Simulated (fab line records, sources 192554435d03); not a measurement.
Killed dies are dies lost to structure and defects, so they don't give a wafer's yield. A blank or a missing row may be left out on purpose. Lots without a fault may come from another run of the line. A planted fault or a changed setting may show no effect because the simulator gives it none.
fab line records | flow n5_finfet
record lots=3 wafers=9 last_day=17
route steps=1938 shown BEOL_M7@1299
lots that met no fault: from a run of the same line without faults
start_h: hours from the record's first day to the start of the lot's first wafer shown | wait_h: hours since the lot's step before | " the same as in the row above | L1.1+2: a row that stands for several wafers | - no value, or no start given | * or withheld: withheld | < > ~ a bound
route shown NAME@n: a module of which the file shows steps, and the number in the route of the first | usual: mean/standard deviation of fault-free wafers | same: alike in all rows | chamber/n: place in a boat | sites: the reading at each site | _std_site: their standard deviation | _edge_site: outer sites' mean less inner sites' | radius_mm: how far each site lies from the wafer's centre | mask NAME#n: copy n | behind: the tool/chamber that last shaped the wafer | hold: why the lot was held/for how many hours/how that ended | device: the transistor (n, p or np) that didn't switch | end of line: the same wafers' tests at the end of the route | a step without rows: its recipe alone | killed: dies lost to structure and defects at the first sort, not the wafer's yield | map: a wafer's dies, x killed, . not, _ none there
set.NAME: the setting as run; set.NAME@STEP: as run at that earlier step | model.NAME: the simulator's own value behind a step, which no gauge read
lots at some steps of the route; a table a step, a row a wafer
services: from which hour (start_h, from the record's first day; less than 0 if before it) a tool's chamber was out of use, for how many hours, and why
## steps
# step N5_BEOL_M7_DESCUM_33
# recipe chemistry=O2 time_s=7 source_power_w=50 bias_power_w=20 pressure_mtorr=20 rf_frequency_hz=2.712e+07 temp_c=40 resist=CAR-EUV o2_flow_sccm=225
# step N5_BEOL_M7_ETCH_72
# recipe chemistry=N2/H2 target=underlayer target_depth_a=65 mask_material=CAR-EUV time_s=5.2 ion_energy_ev=200 pressure_mtorr=30 source_w=840 bias_w=150 n2_flow_sccm=200 h2_flow_sccm=200 ends=cleared
# step N5_BEOL_M7_ETCH_65
# recipe chemistry=CF4 target=SiARC target_depth_a=156 mask_material=CAR-EUV time_s=26 ion_energy_ev=80 pressure_mtorr=40 source_w=545 bias_w=36 Ar_flow_sccm=100 cf4_flow_sccm=100 ends=cleared
# step N5_BEOL_M7_ETCH_66
# recipe chemistry=N2/H2 target=SOC target_depth_a=800 overetch_a=160 mask_material=SiARC temp_c=40 time_s=120 ion_energy_ev=200 pressure_mtorr=30 source_w=840 bias_w=150 n2_flow_sccm=200 h2_flow_sccm=200
# step N5_BEOL_M7_STRIP_69
# recipe chemistry=N2/H2 temp_c=40 n2_flow_sccm=200 h2_flow_sccm=200 rf_frequency_hz=6e+07
# step N5_BEOL_M7_STRIP_73
# recipe chemistry=N2/H2 temp_c=40 n2_flow_sccm=200 h2_flow_sccm=200 rf_frequency_hz=6e+07
# step N5_BEOL_M7_VIA_ETCH_34
# recipe chemistry=C4F6/O2 target=SiCOH_lowk target_depth_a=1255 mask_material=SOC taper_deg=4 time_s=50.5 ion_energy_ev=250 pressure_mtorr=30 source_w=345 bias_w=185 Ar_flow_sccm=300 C4F6_flow_sccm=10 O2_flow_sccm=10
# step N5_BEOL_M7_STRIP_76
# recipe chemistry=C4F6/O2 resist=SiARC rf_frequency_hz=6e+07
# step N5_BEOL_M7_STRIP_36
# recipe chemistry=N2/H2 power_w=450 temp_c=40 pressure_mtorr=20 rf_frequency_hz=6e+07 overash_fraction=0.3 bias_power_w=7 h2_frac=0.5 n2_flow_sccm=200 h2_flow_sccm=200
# step N5_BEOL_M7_TRENCH_ETCH_37
# recipe chemistry=C4F6/O2 target_depth_a=934.78 target=SiCOH_lowk time_s=31.2 ion_energy_ev=250 pressure_mtorr=30 source_w=345 bias_w=185 Ar_flow_sccm=300 C4F6_flow_sccm=10 O2_flow_sccm=10
# usual O2_flow_sccm=10.002/0.03 drypump_motor_current_A=5.5/0.36 oes_ar_750_au=0.80/0.082 oes_f_703_au=0.79/0.081 oes_o_777_au=0.79/0.077 oes_product_au=0.80/0.085 rf_fwd_power_W=341.4/1.4 rf_vpp_V=670/17 showerhead_plenum_p_Torr=2.88/0.098 throttle_valve_pct=21.08/0.15
# columns lot.wafer tool chamber start_h wait_h O2_flow_sccm drypump_motor_current_A oes_ar_750_au oes_f_703_au oes_o_777_au oes_product_au rf_fwd_power_W rf_hours_counter_h rf_vpp_V showerhead_plenum_p_Torr throttle_valve_pct model.etch.depth_nm model.BEOL_M7.feature_depth_nm
L928.2 rie_diel-02 2 264.77 - 9.999 5.8 0.73 0.71 0.72 0.74 340.3 178 696 2.95 20.99 93.95 94
L928.4 " 1 " " 10.010 6.0 0.85 0.84 0.84 0.84 340.1 68 668 2.89 21.34 93.69 93.6
L928.6 " 3 " " 9.992 5.7 0.88 0.88 0.87 0.87 341.7 - 657 3.04 20.97 93.36 93.4
L920.1 rie_diel-05 1 334.22 - 10.034 6.2 0.77 0.78 0.77 0.77 342.5 129 671 2.85 21.05 93.35 93.4
L920.4 " 3 " " 9.959 5.3 0.72 0.70 0.69 0.72 342.0 217 666 2.74 21.11 92.15 92.2
L920.6 " 3 " " 9.978 5.4 0.71 0.70 0.70 0.72 342.4 - 668 2.74 21.11 93.23 93.2
L939.2 rie_diel-02 2 338.24 - 10.026 5.7 0.61 0.50 0.53 0.68 257.0 202 800 2.94 21.02 86.33 86.4
L939.4 " 3 " " 10.007 5.7 0.86 0.86 0.84 0.85 343.0 56 655 3.03 20.99 95.11 95.2
L939.5 " 1 " " 10.036 6.0 0.82 0.81 0.81 0.82 339.7 - 665 2.88 21.37 94.89 94.8
# step N5_BEOL_M7_ETCH_41
# recipe chemistry=CH3F/O2 target=SiCN target_depth_a=319 taper_deg=2 time_s=57.8 ion_energy_ev=120 mask_material=TiN pressure_mtorr=30 source_w=395 bias_w=75 Ar_flow_sccm=150 CH3F_flow_sccm=30 O2_flow_sccm=20
# step N5_BEOL_M7_STRIP_80
# recipe chemistry=N2/H2 time_s=10 power_w=450 temp_c=40 pressure_mtorr=20 rf_frequency_hz=6e+07 bias_power_w=7 n2_flow_sccm=200 h2_flow_sccm=200
# step N5_BEOL_M7_OCD_MEAS_38
# usual trench_depth_nm=93.6/1.9
# columns lot.wafer tool chamber start_h wait_h trench_depth_nm
L928.2 ocd-01 - 264.92 - 94.2
L928.4 " - " " 93.4
L928.6 " - " " 93.2
L920.1 ocd-02 - 334.38 - 93.4
L920.4 " - " " 92.3
L920.6 " - " " 92.8
L939.2 ocd-02 - 338.40 - 86.0
L939.4 " - " " 95.3
L939.5 " - " " 94.5
# step N5_BEOL_M7_HM_STRIP_39
# recipe chemistry=peroxide_tin_strip material=TiN target_depth_a=250 temp_c=50 time_s=158
# step N5_BEOL_M7_SRD_40
# recipe time_s=30 temp_c=23 rinse_liquid=diw dry=ipa_marangoni
# step N5_BEOL_M7_PRECLEAN_42
# recipe chemistry=residue_remover time_s=60 temp_c=40
# step N5_BEOL_M7_SRD_43
# recipe time_s=30 temp_c=23 rinse_liquid=diw dry=ipa_marangoni
# step N5_BEOL_M7_CURE_75
# recipe temp_c=370 time_s=120 ambient=DMADMS/He material=SiCOH_lowk
# step N5_BEOL_M7_DEGAS_44
# recipe ambient=vacuum temp_c=250 time_s=60
# step N5_BEOL_M7_PRE_CLEAN_45
# recipe gas=H2/He time_s=30 temp_c=250
# step N5_BEOL_M7_ALD_77
# recipe material=TaN target_thk_a=20 temp_c=275 ald_precursor_family=PDMAT ald_co_reactant=NH3 pressure_torr=3 carrier_flow_sccm=1500 pulse_time_s=2 purge_time_s=3 co_reactant_purge_time_s=2 co_reactant_pulse_time_s=3 ald_cycles=40 precursor_vessel_temp_c=75 precursor_vessel_pressure_torr=26.25 precursor_vessel_carrier_sccm=1000
# step N5_BEOL_M7_SURFACE_TREAT_79
# recipe gas=Ar time_s=* ion_energy_ev=* ion_current_ma_cm2=0.5 pressure_mtorr=* ar_flow_sccm=30
# step N5_BEOL_M7_CVD_78
# recipe material=Co target_thk_a=20 temp_c=withheld precursor=CCTBA/H2 pressure_torr=30 time_s=142.3
# step N5_BEOL_M7_SPUTTER_48
# recipe material=Cu target_thk_a=100 temp_c=-20 bias_v=60 power_w=26000 chamber_pressure_pa=0.13 time_s=1.667
# step N5_BEOL_M7_ECD_50
# recipe material=Cu target_thk_a=3000
# step N5_BEOL_M7_ANNEAL_51
# recipe temp_c=225 time_s=90 ambient=N2
# step N5_BEOL_M7_CMP_52
# recipe stop_on=SiCOH_lowk t_overpolish_s=6.9 down_force_psi=1 platen_rpm=50 clearing_platen_down_force_psi=1.5 clearing_platen_rpm=50 post_cmp_clean=cu_alkaline target_thk_nm=80 clearing_platen_pad_velocity_m_s=0.99484 pad_velocity_m_s=0.99484
# usual barrier_field_endpoint_s=28.8/0.77 motor_current_A=5.9/0.7 overpolish_run_s=6.901/0.0082 time_to_endpoint_s=63/3.8
# columns lot.wafer tool chamber start_h wait_h barrier_field_endpoint_s motor_current_A overpolish_run_s time_to_endpoint_s model.Cu_of_BEOL_M7_ECD_50.thk_nm
L928.2 cmp-01 3 270.85 0.2 27.0 6.0 6.895 63 79.6
L928.4 " 2 " " 27.4 6.5 6.901 62 80
L928.6 " 0 " " 29.0 6.2 6.908 66 80.4
L920.4 cmp-01 3 337.98 0.1 28.9 6.1 6.906 60 79
L920.1 " 1 " " 28.7 5.2 6.905 61 80
L920.6 " 3 " " 29.3 5.9 6.898 61 78.8
L939.2 cmp-03 0 341.61 0.2 28.7 6.4 6.892 54 71.2
L939.4 " 2 " " 30.8 5.7 6.912 64 82.8
L939.5 " 0 " " 28.8 6.2 6.900 57 79.8
# step N5_BEOL_M7_THK_MEAS_53
# recipe thk_meas_gauge=xrf reads=Cu_of_BEOL_M7_ECD_50
# usual M7_THK=79.1/2.3
# columns lot.wafer tool chamber start_h wait_h M7_THK[nm]
L928.2 film_metro-02 - 271.14 - 78.0
L928.4 " - " " 79.0
L928.6 " - " " 79.6
L920.1 film_metro-01 - 338.27 - 78.6
L920.4 " - " " 77.6
L920.6 " - " " 77.3
L939.2 film_metro-01 - 341.87 - 69.2
L939.4 " - " " 80.8
L939.5 " - " " 77.3
# step N5_BEOL_M7_PRE_CLEAN_55
# recipe gas=NH3 time_s=15 temp_c=withheld rf_power_w=300
# step N5_BEOL_M7_DEP_56
# recipe material=SiCN target_thk_a=100 temp_c=withheld precursor=3MS/NH3 pressure_torr=3 rf_w=202 time_s=17.5
# step N5_BEOL_M7_RS_MEAS_57
# recipe thk_meas_gauge=four-point-probe reads=Cu_of_BEOL_M7_ECD_50+Co_of_BEOL_M7_CVD_78+TaN_of_BEOL_M7_ALD_77
# usual M7_RS=0.285/0.0095
# columns lot.wafer tool chamber start_h wait_h M7_RS[ohm/sq]
L928.2 film_metro-02 - 271.27 0.1 0.288
L928.4 " - " " 0.287
L928.6 " - " " 0.284
L920.1 film_metro-02 - 338.40 0.1 0.287
L920.4 " - " " 0.290
L920.6 " - " " 0.292
L939.2 film_metro-01 - 342.00 0.1 0.328
L939.4 " - " " 0.275
L939.5 " - " " 0.287
## services
# columns tool chamber start_h hours kind
rie_diel-05 3 263.47 13.5 repair
cmp-03 - 273.17 2.1 repair
rie_diel-02 3 294.20 9.6 repair
cmp-03 - 303.06 0.2 repair
cmp-01 - 320.16 4.0 pm
cmp-01 - 324.16 - consumable_replace:conditioner
cmp-01 - 324.16 - consumable_replace:pad
cmp-01 - 328.86 4.3 repair
## key
first_sign step=N5_BEOL_M7_TRENCH_ETCH_37 reading=rf_fwd_power_W direction=down sigmas=62 usual=* struck=*
effect step=N5_BEOL_M7_TRENCH_ETCH_37 reading=rf_vpp_V direction=up sigmas=7.8 usual=670 struck=800
effect step=N5_BEOL_M7_OCD_MEAS_38 reading=trench_depth_nm direction=down sigmas=4.1 usual=93.6 struck=86.0
effect step=N5_BEOL_M7_THK_MEAS_53 reading=M7_THK direction=down sigmas=4.3 usual=79.1 struck=69.2
effect step=N5_BEOL_M7_RS_MEAS_57 reading=M7_RS direction=up sigmas=4.6 usual=0.285 struck=0.328
model_effect step=N5_BEOL_M7_TRENCH_ETCH_37 value=etch.depth_nm without=95.96 struck=86.33
model_effect step=N5_BEOL_M7_CMP_52 value=Cu_of_BEOL_M7_ECD_50.thk_nm without=80.8 struck=71.2
met_at N5_BEOL_M7_TRENCH_ETCH_37
struck_wafers L939.2
onset_between 264.77 338.24
fault kind=process_parameter_drift tool=rie_diel-02 chamber=2 onset_h=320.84 steps=N5_BEOL_M7_TRENCH_ETCH_37 channel=source_w offset=-82.8 shape=step end_h=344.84 acts_in=these_recipes_only stated=345
